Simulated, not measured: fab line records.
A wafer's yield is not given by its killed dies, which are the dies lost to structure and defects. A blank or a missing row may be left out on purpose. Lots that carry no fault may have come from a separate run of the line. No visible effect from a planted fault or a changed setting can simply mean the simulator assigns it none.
Split-lot study + flow n5_finfet + 39 wafers read across 7 lots, on a route 1938 steps long

## SPLIT DETAILS
At N5_BEOL_M8_TRENCH_ETCH_37 (etches SiCOH lowk in C4F6/O2, target depth 93.478 nm, time 31.2 s), the setting time_s was moved away from the recipe's 31.2 s on 18 of the 39 wafers read, by -57.8% to +51.6%. All remaining wafers had this setting at the recipe value.

## FROM THE SPLIT TO THE READING: what the file shows between them, 11 steps
- N5_BEOL_M8_ETCH_41: etches SiCN in CH3F/O2, target depth 31.9 nm, time 57.8 s
- N5_BEOL_M8_STRIP_80: strips in N2/H2, time 10 s
- N5_BEOL_M8_OCD_MEAS_38
- N5_BEOL_M8_HM_STRIP_39: strips TiN in peroxide tin strip, target depth 25 nm, time 158 s
- N5_BEOL_M8_SRD_40: time 30 s
- N5_BEOL_M8_ECD_50: material Cu, target thk 300 nm
- N5_BEOL_M8_ANNEAL_51: time 90 s
- N5_BEOL_M8_CMP_52: polishes, stops on SiCOH lowk, t overpolish 6.9 s, target thk 80 nm
- N5_BEOL_M8_THK_MEAS_53: measures by xrf
- N5_BEOL_M8_PRE_CLEAN_55: time 15 s
- N5_BEOL_M8_DEP_56: deposits SiCN from 3MS/NH3, target thk 10 nm, time 17.5 s

## THE READING
M8_RS, in ohm/sq, at N5_BEOL_M8_RS_MEAS_57 (measures by four-point-probe). A value of 0.286 ohm/sq with a standard deviation of 0.0086 ohm/sq is what fault-free wafers of this fab line usually give.

| wafer  | tool, chamber at the split | time_s as run, s | against the recipe | M8_RS, ohm/sq | against lot-mates on the recipe |
|--------|----------------------------|------------------|--------------------|---------------|---------------------------------|
| L078.1 | rie_diel-04, 2             | 31.2             | recipe             | 0.285         | -                               |
| L078.2 | rie_diel-04, 0             | 37.86            | +21.3%             | 0.218         | -0.062                          |
| L078.3 | rie_diel-04, 1             | 37.86            | +21.3%             | 0.218         | -0.062                          |
| L078.4 | rie_diel-04, 0             | 31.2             | recipe             | 0.275         | -                               |
| L078.5 | rie_diel-04, 1             | 31.2             | recipe             | 0.281         | -                               |
| L078.6 | rie_diel-04, 2             | 37.86            | +21.3%             | 0.217         | -0.063                          |
| L075.1 | rie_diel-03, 2             | 31.2             | recipe             | 0.284         | -                               |
| L075.2 | rie_diel-03, 1             | 40.06            | +28.4%             | 0.205         | -0.081                          |
| L075.3 | rie_diel-03, 3             | 31.2             | recipe             | 0.282         | -                               |
| L075.4 | rie_diel-03, 0             | 40.06            | +28.4%             | 0.214         | -0.072                          |
| L075.5 | rie_diel-03, 0             | 31.2             | recipe             | 0.293         | -                               |
| L075.6 | rie_diel-03, 3             | 40.06            | +28.4%             | 0.208         | -0.078                          |
| L079.1 | rie_diel-04, 2             | 31.2             | recipe             | 0.282         | -                               |
| L079.2 | rie_diel-04, 1             | 13.18            | -57.8%             | 1.103         | +0.822                          |
| L079.3 | rie_diel-04, 0             | 13.18            | -57.8%             | 1.190         | +0.909                          |
| L079.4 | rie_diel-04, 2             | 31.2             | recipe             | 0.282         | -                               |
| L079.5 | rie_diel-04, 0             | 31.2             | recipe             | 0.278         | -                               |
| L079.6 | rie_diel-04, 1             | 13.18            | -57.8%             | 1.089         | +0.808                          |
| L087.1 | rie_diel-04, 3             | 31.2             | recipe             | 0.306         | -                               |
| L087.2 | rie_diel-04, 0             | 47.3             | +51.6%             | 0.167         | -0.126                          |
| L087.3 | rie_diel-04, 2             | 47.3             | +51.6%             | 0.170         | -0.123                          |
| L087.4 | rie_diel-04, 1             | 47.3             | +51.6%             | 0.170         | -0.123                          |
| L087.5 | rie_diel-04, 1             | 31.2             | recipe             | 0.282         | -                               |
| L087.6 | rie_diel-04, 0             | 31.2             | recipe             | 0.292         | -                               |
| L088.2 | rie_diel-01, 1             | 31.2             | recipe             | 0.288         | -                               |
| L088.3 | rie_diel-01, 3             | 31.2             | recipe             | 0.292         | -                               |
| L088.4 | rie_diel-01, 1             | 31.2             | recipe             | 0.288         | -                               |
| L092.1 | rie_diel-03, 2             | 31.2             | recipe             | 0.294         | -                               |
| L092.2 | rie_diel-03, 1             | 26.4             | -15.4%             | 0.369         | +0.082                          |
| L092.3 | rie_diel-03, 3             | 26.4             | -15.4%             | 0.345         | +0.058                          |
| L092.4 | rie_diel-03, 0             | 31.2             | recipe             | 0.293         | -                               |
| L092.5 | rie_diel-03, 2             | 26.4             | -15.4%             | 0.369         | +0.082                          |
| L092.6 | rie_diel-03, 1             | 31.2             | recipe             | 0.275         | -                               |
| L093.1 | rie_diel-01, 1             | 15.15            | -51.4%             | 0.897         | +0.613                          |
| L093.2 | rie_diel-01, 3             | 31.2             | recipe             | 0.287         | -                               |
| L093.3 | rie_diel-01, 0             | 31.2             | recipe             | 0.274         | -                               |
| L093.4 | rie_diel-01, 2             | 15.15            | -51.4%             | 0.959         | +0.675                          |
| L093.5 | rie_diel-01, 3             | 31.2             | recipe             | 0.292         | -                               |
| L093.6 | rie_diel-01, 0             | 15.15            | -51.4%             | 0.873         | +0.589                          |

THE FIT
A straight line over all 39 wafers: M8_RS changes by -0.00883 ohm/sq for each +1% of time_s; r = -0.89; the points scatter about the line by 0.13 ohm/sq.
The same after taking each lot's own level away (the mean of its wafers on the recipe; 39 wafers): -0.0089 ohm/sq for each +1%; r = -0.89; scatter 0.13 ohm/sq.
That fit puts the effect of the largest move of time_s on the reading at 0.51 ohm/sq.
The span of the lots' own levels, 0.2803 to 0.2933 ohm/sq, comes to 1.5 times the standard deviation stated above.
Consequently the slope shifts little with the lot-to-lot level, the two slopes agreeing.
Check: +0.563 ohm/sq against its lot-mates is what the line predicts for one of the wafers moved furthest among these (-57.8%) when that wafer is left out of the fit. Against them it came out at +0.822 ohm/sq.

## THE WHOLE CHAIN: every reading that the file lists as answering this split, in the file's order
| step                      | what it does                                                        | reading                                                                          | change (the file's fit)               | r (the file's) |
|---------------------------|---------------------------------------------------------------------|----------------------------------------------------------------------------------|---------------------------------------|----------------|
| N5_BEOL_M8_TRENCH_ETCH_37 | etches SiCOH lowk in C4F6/O2, target depth 93.478 nm, time 31.2 s   | BEOL_M8.feature_depth_nm (the simulator's own value, which no gauge read)        | +0.934 nm for each +1% of the setting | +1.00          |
| N5_BEOL_M8_TRENCH_ETCH_37 | etches SiCOH lowk in C4F6/O2, target depth 93.478 nm, time 31.2 s   | etch.depth_nm (the simulator's own value, which no gauge read)                   | +0.933 nm for each +1% of the setting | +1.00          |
| N5_BEOL_M8_TRENCH_ETCH_37 | etches SiCOH lowk in C4F6/O2, target depth 93.478 nm, time 31.2 s   | TiN_of_BEOL_M8_HM_DEP_02.thk_nm (the simulator's own value, which no gauge read) | -0.028 nm for each +1% of the setting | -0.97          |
| N5_BEOL_M8_OCD_MEAS_38    |                                                                     | trench_depth_nm                                                                  | +0.93 nm for each +1% of the setting  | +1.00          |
| N5_BEOL_M8_CMP_52         | polishes, stops on SiCOH lowk, t overpolish 6.9 s, target thk 80 nm | Cu_of_BEOL_M8_ECD_50.thk_nm (the simulator's own value, which no gauge read)     | +0.933 nm for each +1% of the setting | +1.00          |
| N5_BEOL_M8_THK_MEAS_53    | measures by xrf                                                     | M8_THK                                                                           | +0.953 for each +1% of the setting    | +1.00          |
| N5_BEOL_M8_RS_MEAS_57     | measures by four-point-probe                                        | M8_RS                                                                            | -0.00908 for each +1% of the setting  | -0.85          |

## THE FILE'S OWN FIT
M8_RS changes by -0.00908 ohm/sq for each +1% of time_s, r = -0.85.
